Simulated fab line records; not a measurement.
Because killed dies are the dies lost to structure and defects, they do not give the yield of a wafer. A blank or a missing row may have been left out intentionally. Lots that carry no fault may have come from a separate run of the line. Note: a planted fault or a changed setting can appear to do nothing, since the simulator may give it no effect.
fab line records	flow n5Finfet
[record] lots = 24	wafers = 72	lastDay = 19
route steps=1938 shown BEOL_M1@820 BEOL_M2@842
lots untouched by any fault: they come from a run of this same line in which no faults occurred
startH: start of the lot's first displayed wafer, in hours after the record's first day	waitH: hours from the lot's prior step to this one	" repeats the value in the row above	L1.1+2: one row covering several wafers at once	- either no value or no given start	* or withheld: withheld	< > ~ a bound
route shown NAME@n: names a module that has steps shown in the file, with the first one's number in the route	usual: mean/standard deviation of fault-free wafers	same: alike in all rows	chamber/n: place in a boat	sites: per-site readings	_std_site: standard deviation across them	_edge_site: mean of outer sites minus mean of inner sites	radiusMm: for every site, how far away it sits from the centre of the wafer	mask NAME#n: copy n	behind: the most recent tool/chamber to have shaped the wafer	hold: what put the lot on hold/how long, in hours/how the hold closed	device: whichever transistor did not switch (one of n, p or np)	end of line: tests of these same wafers at the route's end	where a step has no rows: the recipe by itself	killed: dies lost to structure and defects at the first sort, not the wafer's yield	map: a wafer's dies, marking killed ones x, the rest . and places with no die _
set.NAME: the run value of the setting; set.NAME@STEP: its run value at that earlier step	model.NAME: the simulator's own value behind a step, which no gauge read
a sample of lots followed through the steps of the route, with each step as a table and each wafer as a row
services: from which hour (startH, from the record's first day; less than 0 if before it) a tool's chamber was out of use, for how many hours, and why
[[steps]]
[step N5_BEOL_M1_SPUTTER_86]
[recipe] material = Cu	targetThkA = 45	tempC = -20	chamberPressurePa = 0.07	powerW = withheld	timeS = 8.29
[usual] throttleValvePct = 30.2/1.1
lot.wafer	tool	chamber	startH	waitH	throttleValvePct
L076.3	pvdSputter-01	-	144.26	0.1	32.3
L076.4	"	-	"	"	31.3
L076.6	"	-	"	"	31.1
L074.1	pvdSputter-01	-	146.10	0.1	30.9
L074.4	"	-	"	"	31.0
L074.6	"	-	"	"	31.0
L075.2	pvdSputter-01	-	147.98	0.1	31.1
L075.4	"	-	"	"	32.3
L075.6	"	-	"	"	30.9
L078.1	pvdSputter-01	-	156.78	0.1	32.3
L078.3	"	-	"	"	30.9
L078.5	"	-	"	"	29.1
L077.4	pvdSputter-02	-	160.33	0.0	29.3
L077.5	"	-	"	"	30.1
L077.6	"	-	"	"	29.7
L079.2	pvdSputter-03	-	162.12	0.1	30.7
L079.5	"	-	"	"	29.7
L079.6	"	-	"	"	30.9
L080.1	pvdSputter-02	-	170.56	0.1	29.6
L080.2	"	-	"	"	30.1
L080.4	"	-	"	"	29.4
L081.3	pvdSputter-03	-	171.02	0.1	29.5
L081.5	"	-	"	"	29.4
L081.6	"	-	"	"	29.6
L082.1	pvdSputter-01	-	176.95	0.1	28.7
L082.3	"	-	"	"	32.3
L082.4	"	-	"	"	31.0
L083.1	pvdSputter-02	-	191.23	0.1	30.6
L083.4	"	-	"	"	29.9
L083.6	"	-	"	"	29.5
L084.1	pvdSputter-03	-	194.27	0.1	29.4
L084.3	"	-	"	"	29.5
L084.4	"	-	"	"	30.6
L085.2	pvdSputter-02	-	197.86	0.1	30.2
L085.4	"	-	"	"	30.5
L085.5	"	-	"	"	30.0
L086.1	pvdSputter-01	-	203.42	0.1	31.4
L086.2	"	-	"	"	32.1
L086.3	"	-	"	"	31.0
L087.2	pvdSputter-01	-	207.20	0.1	32.2
L087.4	"	-	"	"	28.9
L087.6	"	-	"	"	29.0
L088.1	pvdSputter-03	-	221.87	0.1	28.7
L088.3	"	-	"	"	29.6
L088.4	"	-	"	"	30.8
L089.1	pvdSputter-02	-	226.18	0.1	29.4
L089.3	"	-	"	"	30.7
L089.6	"	-	"	"	30.4
L091.1	pvdSputter-01	-	239.08	0.1	32.1
L091.3	"	-	"	"	31.0
L091.4	"	-	"	"	29.1
L090.1	pvdSputter-03	-	249.79	0.1	29.4
L090.2	"	-	"	"	29.9
L090.4	"	-	"	"	28.5
L092.2	pvdSputter-01	-	254.78	0.1	30.8
L092.3	"	-	"	"	31.0
L092.5	"	-	"	"	32.3
L093.1	pvdSputter-01	-	258.61	0.1	30.7
L093.2	"	-	"	"	32.2
L093.6	"	-	"	"	28.9
L095.1	pvdSputter-03	-	262.07	0.1	30.5
L095.2	"	-	"	"	29.5
L095.3	"	-	"	"	29.9
L094.2	pvdSputter-03	-	266.59	0.1	28.4
L094.5	"	-	"	"	31.0
L094.6	"	-	"	"	29.7
L096.1	pvdSputter-01	-	270.18	0.1	31.3
L096.2	"	-	"	"	32.3
L096.6	"	-	"	"	32.2
L097.1	pvdSputter-03	-	271.45	0.1	28.4
L097.3	"	-	"	"	29.4
L097.5	"	-	"	"	28.4
[step N5_BEOL_M1_SPUTTER_88]
[recipe] material = Cu	targetThkA = 45	tempC = -20	chamberPressurePa = 0.07	powerW = withheld	timeS = 8.29
[usual] throttleValvePct = 30.2/1.1
lot.wafer	tool	chamber	startH	waitH	throttleValvePct
L076.3	pvdSputter-01	-	144.48	0.1	32.0
L076.4	"	-	"	"	31.2
L076.6	"	-	"	"	31.2
L074.1	pvdSputter-01	-	146.32	0.1	30.7
L074.4	"	-	"	"	31.0
L074.6	"	-	"	"	31.2
L075.2	pvdSputter-01	-	148.20	0.1	30.9
L075.4	"	-	"	"	32.1
L075.6	"	-	"	"	31.0
L078.1	pvdSputter-01	-	157.00	0.1	32.2
L078.3	"	-	"	"	31.1
L078.5	"	-	"	"	28.8
L077.4	pvdSputter-02	-	160.55	0.0	29.4
L077.5	"	-	"	"	30.5
L077.6	"	-	"	"	29.2
L079.2	pvdSputter-03	-	162.34	0.1	30.8
L079.5	"	-	"	"	29.8
L079.6	"	-	"	"	30.6
L080.1	pvdSputter-02	-	170.78	0.1	29.5
L080.2	"	-	"	"	30.0
L080.4	"	-	"	"	29.3
L081.3	pvdSputter-03	-	171.24	0.1	29.5
L081.5	"	-	"	"	29.6
L081.6	"	-	"	"	29.5
L082.1	pvdSputter-01	-	177.17	0.1	28.8
L082.3	"	-	"	"	32.2
L082.4	"	-	"	"	30.8
L083.1	pvdSputter-02	-	191.45	0.1	30.6
L083.4	"	-	"	"	30.3
L083.6	"	-	"	"	29.2
L084.1	pvdSputter-03	-	194.49	0.1	29.7
L084.3	"	-	"	"	29.9
L084.4	"	-	"	"	30.7
L085.2	pvdSputter-02	-	198.08	0.1	29.9
L085.4	"	-	"	"	30.5
L085.5	"	-	"	"	30.2
L086.1	pvdSputter-01	-	203.64	0.1	31.3
L086.2	"	-	"	"	32.2
L086.3	"	-	"	"	31.0
L087.2	pvdSputter-01	-	207.42	0.1	32.1
L087.4	"	-	"	"	28.8
L087.6	"	-	"	"	28.8
L088.1	pvdSputter-03	-	222.09	0.1	28.4
L088.3	"	-	"	"	29.7
L088.4	"	-	"	"	30.6
L089.1	pvdSputter-02	-	226.40	0.1	29.0
L089.3	"	-	"	"	30.5
L089.6	"	-	"	"	30.0
L091.1	pvdSputter-01	-	239.30	0.1	32.0
L091.3	"	-	"	"	31.2
L091.4	"	-	"	"	28.8
L090.1	pvdSputter-03	-	250.01	0.1	29.5
L090.2	"	-	"	"	29.7
L090.4	"	-	"	"	28.7
L092.2	pvdSputter-01	-	255.00	0.1	31.0
L092.3	"	-	"	"	31.0
L092.5	"	-	"	"	32.1
L093.1	pvdSputter-01	-	258.83	0.1	31.2
L093.2	"	-	"	"	32.1
L093.6	"	-	"	"	29.0
L095.1	pvdSputter-03	-	262.29	0.1	30.7
L095.2	"	-	"	"	29.4
L095.3	"	-	"	"	29.4
L094.2	pvdSputter-03	-	266.81	0.1	28.5
L094.5	"	-	"	"	30.5
L094.6	"	-	"	"	29.4
L096.1	pvdSputter-01	-	270.40	0.1	31.3
L096.2	"	-	"	"	32.1
L096.6	"	-	"	"	32.2
L097.1	pvdSputter-03	-	271.67	0.1	28.6
L097.3	"	-	"	"	29.5
L097.5	"	-	"	"	28.6
[step N5_BEOL_M2_THK_MEAS_01]
[recipe] reads = SiOC_of_BEOL_M2_ILD_DEP_00
[usual] M2_ILD_THK = 78.8/1.1
lot.wafer	tool	chamber	startH	waitH	M2_ILD_THK[nm]
L076.3	filmMetro-02	-	146.71	0.1	79.2
L076.4	"	-	"	"	78.4
L076.6	"	-	"	"	78.4
L074.1	filmMetro-01	-	148.71	0.0	78.3
L074.4	"	-	"	"	80.7
L074.6	"	-	"	"	79.7
L075.2	filmMetro-02	-	150.42	0.1	78.1
L075.4	"	-	"	"	78.0
L075.6	"	-	"	"	79.0
L078.1	filmMetro-02	-	159.45	0.0	78.2
L078.3	"	-	"	"	78.5
L078.5	"	-	"	"	79.9
L077.4	filmMetro-01	-	162.58	0.0	80.2
L077.5	"	-	"	"	80.2
L077.6	"	-	"	"	80.7
L079.2	filmMetro-02	-	164.87	0.1	79.5
L079.5	"	-	"	"	79.4
L079.6	"	-	"	"	80.7
L080.1	filmMetro-02	-	173.31	0.0	79.4
L080.2	"	-	"	"	79.7
L080.4	"	-	"	"	80.8
L081.3	filmMetro-02	-	173.60	0.1	78.1
L081.5	"	-	"	"	79.3
L081.6	"	-	"	"	79.3
L082.1	filmMetro-02	-	179.23	0.0	78.5
L082.3	"	-	"	"	77.5
L082.4	"	-	"	"	79.1
L083.1	filmMetro-02	-	193.76	0.0	77.8
L083.4	"	-	"	"	78.5
L083.6	"	-	"	"	78.3
L084.1	filmMetro-02	-	196.55	0.0	78.7
L084.3	"	-	"	"	78.3
L084.4	"	-	"	"	80.1
L085.2	filmMetro-02	-	200.23	0.1	78.2
L085.4	"	-	"	"	80.0
L085.5	"	-	"	"	79.1
L086.1	filmMetro-02	-	205.78	0.0	78.9
L086.2	"	-	"	"	78.0
L086.3	"	-	"	"	77.8
L087.2	filmMetro-02	-	209.65	0.1	76.8
L087.4	"	-	"	"	77.5
L087.6	"	-	"	"	79.2
L088.1	filmMetro-01	-	224.16	0.1	76.1
L088.3	"	-	"	"	78.4
L088.4	"	-	"	"	80.3
L089.1	filmMetro-01	-	234.01	0.0	78.1
L089.3	"	-	"	"	77.1
L089.6	"	-	"	"	77.9
L091.1	filmMetro-01	-	242.50	0.0	77.9
L091.3	"	-	"	"	77.9
L091.4	"	-	"	"	80.2
L090.1	filmMetro-02	-	252.08	0.0	78.5
L090.2	"	-	"	"	77.1
L090.4	"	-	"	"	78.1
L092.2	filmMetro-02	-	257.11	0.1	78.5
L092.3	"	-	"	"	76.9
L092.5	"	-	"	"	79.3
L093.1	filmMetro-01	-	262.85	0.1	76.8
L093.2	"	-	"	"	78.3
L093.6	"	-	"	"	78.4
L095.1	filmMetro-02	-	264.35	0.0	79.0
L095.2	"	-	"	"	79.5
L095.3	"	-	"	"	78.6
L094.2	filmMetro-01	-	269.91	0.1	78.3
L094.5	"	-	"	"	78.2
L094.6	"	-	"	"	79.5
L096.1	filmMetro-02	-	272.47	0.0	78.5
L096.2	"	-	"	"	79.7
L096.6	"	-	"	"	80.9
L097.1	filmMetro-01	-	273.75	0.0	79.6
L097.3	"	-	"	"	77.5
L097.5	"	-	"	"	79.3
[step N5_BEOL_M2_ETCH_64]
[recipe] chemistry = N2/H2	target = SOC	targetDepthA = 750	overetchA = 225	maskMaterial = SiARC	tempC = 40	timeS = 121.9	ionEnergyEv = 200	pressureMtorr = 30	sourceW = 840	biasW = 150	n2FlowSccm = 200	h2FlowSccm = 200
[usual] chamberPressureMTorr = 29.997/0.026	drypumpMotorCurrentA = 5.7/0.6	oesProductAu = 0.62/0.06	rfVppV = 524.6/2.4	showerheadPlenumPTorr = 2.57/0.08	throttleValvePct = 17.8/0.3
lot.wafer	tool	chamber	startH	waitH	chamberPressureMTorr	drypumpMotorCurrentA	oesProductAu	rfHoursCounterH	rfVppV	showerheadPlenumPTorr	throttleValvePct
L076.3	rieDiel-04	3	149.67	0.0	29.979	6.2	0.58	165	526.1	2.64	18.0
L076.4	"	3	"	"	30.012	6.2	0.58	-	526.3	2.64	18.0
L076.6	"	2	"	"	30.009	4.9	0.53	-	519.7	2.39	17.8
L074.1	rieDiel-05	3	150.32	0.0	30.053	5.7	0.65	47	522.0	2.48	17.5
L074.4	"	0	"	"	29.986	5.1	0.68	33	525.5	2.61	17.7
L074.6	"	3	"	"	29.971	5.7	0.64	-	520.5	2.48	17.5
L075.2	rieDiel-03	2	153.06	0.0	29.978	5.1	0.64	51	522.7	2.50	18.0
L075.4	"	1	"	"	30.009	4.7	0.65	-	523.0	2.48	18.1
L075.6	"	3	"	"	29.961	5.1	0.68	-	523.2	2.48	17.5
L078.1	rieDiel-04	1	163.54	0.0	30.021	6.3	0.72	8	526.1	2.61	17.3
L078.3	"	2	"	"	30.014	4.9	0.52	239	519.0	2.39	17.8
L078.5	"	0	"	"	30.001	6.2	0.56	-	524.2	2.52	18.1
L077.4	rieDiel-05	1	164.53	0.0	30.022	5.5	0.57	177	525.7	2.64	18.1
L077.5	"	0	"	"	29.974	5.1	0.66	-	525.4	2.60	17.7
L077.6	"	1	"	"	30.021	5.5	0.57	-	526.7	2.64	18.1
L079.2	rieDiel-04	1	166.78	0.0	29.975	6.3	0.71	9	525.3	2.61	17.4
L079.5	"	3	"	"	30.027	6.2	0.58	-	526.4	2.64	18.0
L079.6	"	2	"	"	29.989	4.9	0.53	-	519.1	2.39	17.8
L080.1	rieDiel-04	3	174.81	0.0	29.996	6.2	0.58	175	527.2	2.64	18.0
L080.2	"	2	"	"	30.016	4.9	0.52	242	521.1	2.38	17.8
L080.4	"	0	"	"	30.027	6.2	0.55	186	523.4	2.52	18.1
L081.3	rieDiel-05	3	175.57	0.0	29.933	5.7	0.63	56	522.5	2.48	17.5
L081.5	"	1	"	"	30.020	5.5	0.56	-	526.1	2.64	18.1
L081.6	"	2	"	"	29.986	6.6	0.64	-	524.6	2.59	17.6
L082.1	rieDiel-03	3	180.28	0.0	30.018	5.1	0.67	31	522.7	2.48	17.5
L082.3	"	0	"	"	30.024	5.7	0.72	6	528.7	2.72	17.7
L082.4	"	1	"	"	29.951	4.7	0.64	58	521.9	2.48	18.1
L083.1	rieDiel-04	0	196.54	0.0	29.993	6.2	0.55	193	522.9	2.52	18.2
L083.4	"	1	"	"	30.008	6.4	0.69	-	526.5	2.61	17.4
L083.6	"	3	"	"	29.976	6.1	0.57	-	525.4	2.64	18.0
L084.1	rieDiel-05	1	197.90	0.0	30.047	5.5	0.56	190	526.2	2.63	18.1
L084.3	"	0	"	"	29.986	5.1	0.65	50	526.2	2.60	17.7
L084.4	"	2	"	"	29.969	6.6	0.63	60	524.9	2.58	17.6
L085.2	rieDiel-03	0	202.23	0.0	29.991	5.7	0.70	13	528.3	2.71	17.7
L085.4	"	2	"	"	29.991	5.1	0.62	69	522.6	2.49	18.0
L085.5	"	3	"	"	29.951	5.1	0.65	-	522.9	2.47	17.5
L086.1	rieDiel-05	3	208.79	0.0	29.999	5.7	0.62	67	521.9	2.47	17.6
L086.2	"	0	"	"	29.975	5.1	0.64	54	525.1	2.60	17.7
L086.3	"	2	"	"	29.968	6.6	0.63	64	524.9	2.58	17.6
L087.2	rieDiel-05	0	211.85	0.0	30.005	5.1	0.65	54	525.4	2.60	17.7
L087.4	"	3	"	"	29.994	5.7	0.62	68	522.2	2.47	17.6
L087.6	"	0	"	"	29.996	5.1	0.64	-	524.7	2.60	17.7
L088.1	rieDiel-04	1	226.00	0.0	30.059	6.3	0.67	31	527.0	2.60	17.4
L088.3	"	0	"	"	29.998	6.2	0.54	-	522.7	2.51	18.2
L088.4	"	1	"	"	29.979	6.3	0.67	-	524.9	2.60	17.4
L089.1	rieDiel-04	2	236.84	0.0	30.024	4.9	0.73	5	529.6	2.70	17.4
L089.3	"	0	"	"	30.004	6.2	0.54	211	524.4	2.51	18.2
L089.6	"	2	"	"	30.018	4.9	0.72	-	529.7	2.70	17.4
L091.1	rieDiel-04	2	244.84	0.0	29.999	4.9	0.72	8	528.4	2.70	17.4
L091.3	"	0	"	"	30.005	6.2	0.54	213	522.5	2.51	18.2
L091.4	"	1	"	"	29.982	6.3	0.66	37	523.7	2.60	17.4
L090.1	rieDiel-04	2	252.77	0.0	30.032	4.9	0.71	12	527.9	2.69	17.4
L090.2	"	1	"	"	30.030	6.3	0.65	40	525.1	2.60	17.4
L090.4	"	3	"	"	29.992	6.2	0.56	204	525.7	2.63	18.1
L092.2	rieDiel-04	2	257.92	0.0	30.042	4.9	0.70	13	528.3	2.69	17.4
L092.3	"	1	"	"	29.998	6.3	0.65	41	525.5	2.60	17.4
L092.5	"	2	"	"	30.008	4.9	0.70	-	528.5	2.69	17.4
L093.1	rieDiel-03	1	264.68	0.0	30.004	4.7	0.61	87	520.3	2.47	18.2
L093.2	"	0	"	"	29.977	5.7	0.67	34	527.4	2.71	17.8
L093.6	"	1	"	"	29.993	4.7	0.61	-	521.2	2.47	18.2
L095.1	rieDiel-04	3	265.55	0.0	30.023	6.2	0.56	208	525.0	2.63	18.1
L095.2	"	0	"	"	29.998	6.2	0.54	220	524.7	2.51	18.2
L095.3	"	2	"	"	29.985	4.9	0.69	16	528.4	2.69	17.4
L094.2	rieDiel-05	2	271.19	0.0	30.050	6.6	0.61	86	524.0	2.57	17.7
L094.5	"	1	"	"	30.024	5.5	0.54	-	524.7	2.62	18.2
L094.6	"	2	"	"	30.065	6.6	0.60	-	524.7	2.57	17.6
L096.1	rieDiel-04	3	273.74	0.0	29.996	6.2	0.56	210	526.7	2.63	18.1
L096.2	"	1	"	"	30.014	6.3	0.66	46	526.3	2.59	17.4
L096.6	"	0	"	"	29.980	6.2	0.54	-	522.8	2.51	18.2
L097.1	rieDiel-04	3	274.44	0.0	30.005	6.2	0.55	211	524.5	2.62	18.1
L097.3	"	0	"	"	29.972	6.2	0.53	222	522.0	2.51	18.2
L097.5	"	1	"	"	30.007	6.3	0.65	-	524.2	2.59	17.4
[step N5_BEOL_M2_STRIP_66]
[recipe] chemistry = CF4	resist = SiARC	powerW = 300	biasPowerW = 75	pressureMtorr = 50	cf4FlowSccm = 150	rfFrequencyHz = 6e+07
[usual] chamberPressureMTorr = 50.00/0.052	drypumpMotorCurrentA = 5.7/0.61	oesProductAu = 0.80/0.077	rfVppV = 271.4/1.5	showerheadPlenumPTorr = 1.82/0.057	throttleValvePct = 13.6/0.31
lot.wafer	tool	chamber	startH	waitH	chamberPressureMTorr	drypumpMotorCurrentA	oesProductAu	rfHoursCounterH	rfVppV	showerheadPlenumPTorr	throttleValvePct
L076.3	rieDiel-04	3	149.80	0.0	49.96	6.2	0.76	165	271.4	1.87	13.8
L076.4	"	3	"	"	50.06	6.3	0.76	-	273.7	1.87	13.8
L076.6	"	2	"	"	50.03	4.9	0.69	-	269.7	1.72	13.8
L074.1	rieDiel-05	3	150.45	0.0	50.05	5.7	0.83	47	270.9	1.76	13.4
L074.4	"	0	"	"	50.09	5.1	0.88	33	271.9	1.84	13.3
L074.6	"	3	"	"	49.97	5.7	0.84	-	270.4	1.76	13.4
L075.2	rieDiel-03	2	153.19	0.0	50.01	5.1	0.84	51	270.6	1.74	13.4
L075.4	"	1	"	"	49.93	4.7	0.84	-	270.1	1.74	13.6
L075.6	"	3	"	"	50.00	5.1	0.88	-	271.1	1.77	13.3
L078.1	rieDiel-04	1	163.67	0.0	49.98	6.3	0.93	8	272.4	1.82	13.0
L078.3	"	2	"	"	50.08	4.9	0.69	239	269.9	1.72	13.8
L078.5	"	0	"	"	50.03	6.2	0.72	-	271.8	1.79	13.9
L077.4	rieDiel-05	1	164.66	0.0	49.95	5.5	0.73	177	272.9	1.86	13.9
L077.5	"	0	"	"	49.98	5.1	0.86	-	273.9	1.84	13.4
L077.6	"	1	"	"	50.10	5.5	0.74	-	273.6	1.86	13.9
L079.2	rieDiel-04	1	166.92	0.0	50.04	6.2	0.91	9	273.0	1.82	13.1
L079.5	"	3	"	"	50.01	6.1	0.75	-	272.5	1.87	13.9
L079.6	"	2	"	"	50.01	4.9	0.68	-	267.0	1.72	13.8
L080.1	rieDiel-04	3	174.94	0.0	50.01	6.2	0.75	175	272.1	1.87	13.9
L080.2	"	2	"	"	50.05	4.9	0.68	242	268.6	1.72	13.9
L080.4	"	0	"	"	50.06	6.2	0.72	186	271.1	1.79	13.9
L081.3	rieDiel-05	3	175.70	0.0	49.94	5.7	0.82	56	270.3	1.76	13.4
L081.5	"	1	"	"	49.99	5.5	0.72	-	273.1	1.86	13.9
L081.6	"	2	"	"	49.97	6.6	0.83	-	272.6	1.82	13.3
L082.1	rieDiel-03	3	180.41	0.0	49.96	5.1	0.87	31	269.8	1.76	13.3
L082.3	"	0	"	"	49.94	5.7	0.95	6	273.3	1.91	13.4
L082.4	"	1	"	"	50.01	4.7	0.82	58	269.4	1.74	13.6
L083.1	rieDiel-04	0	196.67	0.0	50.06	6.2	0.71	193	269.6	1.79	13.9
L083.4	"	1	"	"	50.05	6.3	0.89	-	272.1	1.82	13.1
L083.6	"	3	"	"	50.03	6.2	0.74	-	271.4	1.87	13.9
L084.1	rieDiel-05	1	198.03	0.0	50.03	5.5	0.72	190	271.4	1.86	13.9
L084.3	"	0	"	"	50.01	5.1	0.85	50	272.4	1.84	13.4
L084.4	"	2	"	"	49.94	6.6	0.82	60	271.0	1.82	13.3
L085.2	rieDiel-03	0	202.36	0.0	50.01	5.7	0.92	13	273.6	1.91	13.4
L085.4	"	2	"	"	50.06	5.0	0.81	69	270.9	1.73	13.5
L085.5	"	3	"	"	49.99	5.1	0.86	-	267.7	1.76	13.3
L086.1	rieDiel-05	3	208.93	0.0	50.04	5.7	0.81	68	271.5	1.76	13.4
L086.2	"	0	"	"	49.98	5.1	0.84	54	270.1	1.83	13.4
L086.3	"	2	"	"	50.03	6.6	0.81	64	273.1	1.82	13.3
L087.2	rieDiel-05	0	211.98	0.0	50.04	5.1	0.84	54	271.5	1.83	13.4
L087.4	"	3	"	"	50.01	5.7	0.81	68	270.6	1.76	13.4
L087.6	"	0	"	"	50.02	5.1	0.84	-	271.6	1.83	13.4
L088.1	rieDiel-04	1	226.19	0.0	50.00	6.3	0.86	31	272.4	1.82	13.1
L088.3	"	0	"	"	49.86	6.2	0.70	-	271.1	1.78	14.0
L088.4	"	1	"	"	49.95	6.3	0.87	-	270.2	1.82	13.1
L089.1	rieDiel-04	2	236.97	0.0	50.04	4.9	0.95	5	273.6	1.93	13.3
L089.3	"	0	"	"	49.88	6.2	0.70	211	270.3	1.78	14.0
L089.6	"	2	"	"	50.04	4.9	0.94	-	272.0	1.93	13.3
L091.1	rieDiel-04	2	244.97	0.0	50.03	4.9	0.94	9	273.5	1.93	13.3
L091.3	"	0	"	"	49.97	6.2	0.70	213	270.4	1.78	14.0
L091.4	"	1	"	"	49.98	6.3	0.86	37	272.0	1.82	13.1
L090.1	rieDiel-04	2	252.91	0.0	50.07	4.9	0.92	12	271.0	1.93	13.4
L090.2	"	1	"	"	50.06	6.3	0.86	40	271.8	1.81	13.1
L090.4	"	3	"	"	50.05	6.2	0.73	204	273.5	1.86	13.9
L092.2	rieDiel-04	2	258.06	0.0	49.97	4.9	0.91	13	273.9	1.92	13.4
L092.3	"	1	"	"	50.01	6.3	0.86	41	271.2	1.81	13.1
L092.5	"	2	"	"	50.05	4.9	0.92	-	271.9	1.92	13.3
L093.1	rieDiel-03	1	264.81	0.0	49.92	4.7	0.79	87	271.0	1.73	13.6
L093.2	"	0	"	"	50.04	5.7	0.87	34	271.9	1.90	13.5
L093.6	"	1	"	"	50.04	4.7	0.79	-	269.5	1.73	13.7
L095.1	rieDiel-04	3	265.68	0.0	50.04	6.2	0.73	208	272.5	1.86	13.9
L095.2	"	0	"	"	49.94	6.2	0.70	220	271.0	1.78	14.0
L095.3	"	2	"	"	49.95	4.9	0.90	16	273.5	1.92	13.4
L094.2	rieDiel-05	2	271.32	0.0	50.01	6.6	0.79	86	270.6	1.81	13.4
L094.5	"	1	"	"	49.92	5.5	0.71	-	274.2	1.85	14.0
L094.6	"	2	"	"	50.10	6.6	0.79	-	272.2	1.81	13.4
L096.1	rieDiel-04	3	273.87	0.0	50.05	6.2	0.72	210	270.6	1.86	13.9
L096.2	"	1	"	"	50.05	6.3	0.85	46	270.9	1.81	13.1
L096.6	"	0	"	"	50.02	6.2	0.69	-	269.1	1.78	14.0
L097.1	rieDiel-04	3	274.57	0.0	49.98	6.2	0.72	211	271.5	1.86	13.9
L097.3	"	0	"	"	50.08	6.2	0.70	222	269.3	1.78	14.0
L097.5	"	1	"	"	50.01	6.3	0.84	-	272.3	1.81	13.2
[step N5_BEOL_M2_CD_MEAS_18]
[recipe] pitchNm = 36	targetCdNm = 18
[usual] cdNm = 18.2/0.31
lot.wafer	tool	chamber	startH	waitH	cdNm
L076.3	cdSem-02	-	150.13	0.1	18.4
L076.4	"	-	"	"	18.6
L076.6	"	-	"	"	18.0
L074.1	cdSem-02	-	150.76	0.0	18.3
L074.4	"	-	"	"	18.3
L074.6	"	-	"	"	18.2
L075.2	cdSem-03	-	153.49	0.1	18.1
L075.4	"	-	"	"	17.6
L075.6	"	-	"	"	17.7
L078.1	cdSem-02	-	163.97	0.0	18.1
L078.3	"	-	"	"	17.8
L078.5	"	-	"	"	17.3
L077.4	cdSem-02	-	164.89	0.1	18.3
L077.5	"	-	"	"	18.2
L077.6	"	-	"	"	18.4
L079.2	cdSem-03	-	167.14	0.1	18.6
L079.5	"	-	"	"	18.4
L079.6	"	-	"	"	17.8
L080.1	cdSem-02	-	175.26	0.0	18.0
L080.2	"	-	"	"	18.2
L080.4	"	-	"	"	18.1
L081.3	cdSem-03	-	176.03	0.1	18.2
L081.5	"	-	"	"	18.4
L081.6	"	-	"	"	18.6
L082.1	cdSem-03	-	180.66	0.0	17.5
L082.3	"	-	"	"	18.8
L082.4	"	-	"	"	17.4
L083.1	cdSem-02	-	196.89	0.0	18.2
L083.4	"	-	"	"	18.0
L083.6	"	-	"	"	18.3
L084.1	cdSem-02	-	198.37	0.0	18.3
L084.3	"	-	"	"	18.0
L084.4	"	-	"	"	18.1
L085.2	cdSem-02	-	202.59	0.1	18.5
L085.4	"	-	"	"	18.2
L085.5	"	-	"	"	18.0
L086.1	cdSem-03	-	209.24	0.0	18.4
L086.2	"	-	"	"	18.0
L086.3	"	-	"	"	17.9
L087.2	cdSem-02	-	212.20	0.1	18.0
L087.4	"	-	"	"	18.5
L087.6	"	-	"	"	17.7
L088.1	cdSem-03	-	226.48	0.0	18.4
L088.3	"	-	"	"	18.5
L088.4	"	-	"	"	18.3
L089.1	cdSem-01	-	237.23	0.0	18.2
L089.3	"	-	"	"	18.4
L089.6	"	-	"	"	17.8
L091.1	cdSem-02	-	245.19	0.0	18.2
L091.3	"	-	"	"	18.1
L091.4	"	-	"	"	18.5
L090.1	cdSem-01	-	253.35	0.0	17.7
L090.2	"	-	"	"	18.3
L090.4	"	-	"	"	18.1
L092.2	cdSem-01	-	258.28	0.1	18.4
L092.3	"	-	"	"	18.3
L092.5	"	-	"	"	18.1
L093.1	cdSem-01	-	265.26	0.0	17.9
L093.2	"	-	"	"	18.6
L093.6	"	-	"	"	17.9
L095.1	cdSem-01	-	265.91	0.1	18.4
L095.2	"	-	"	"	18.7
L095.3	"	-	"	"	18.1
L094.2	cdSem-03	-	271.54	0.1	18.1
L094.5	"	-	"	"	18.3
L094.6	"	-	"	"	18.1
L096.1	cdSem-03	-	274.09	0.0	18.3
L096.2	"	-	"	"	18.5
L096.6	"	-	"	"	18.3
L097.1	cdSem-02	-	274.91	0.0	18.1
L097.3	"	-	"	"	17.8
L097.5	"	-	"	"	18.5
[[services]]
tool	chamber	startH	hours	kind
rieDiel-04	1	120.51	-	clean
rieDiel-04	1	120.51	-	consumableReplace:focusRing
rieDiel-04	1	120.51	22.1	scheduledDown
rieDiel-04	1	120.51	22.1	ventCycle
rieDiel-03	0	134.87	-	clean
rieDiel-03	0	134.87	-	consumableReplace:focusRing
rieDiel-03	0	134.87	-	consumableReplace:showerhead
rieDiel-03	0	134.87	27.9	scheduledDown
rieDiel-03	0	134.87	27.9	ventCycle
rieDiel-04	0	147.84	10.7	repair
pvdSputter-02	-	180.38	6.8	repair
pvdSputter-01	-	185.31	8.9	repair
rieDiel-04	2	196.02	-	clean
rieDiel-04	2	196.02	-	consumableReplace:focusRing
rieDiel-04	2	196.02	-	consumableReplace:showerhead
rieDiel-04	2	196.02	23.0	scheduledDown
rieDiel-04	2	196.02	23.0	ventCycle
rieDiel-04	2	224.75	4.2	repair
rieDiel-04	1	232.41	6.1	repair
rieDiel-04	0	267.86	1.3	repair
[[key]]
fault none
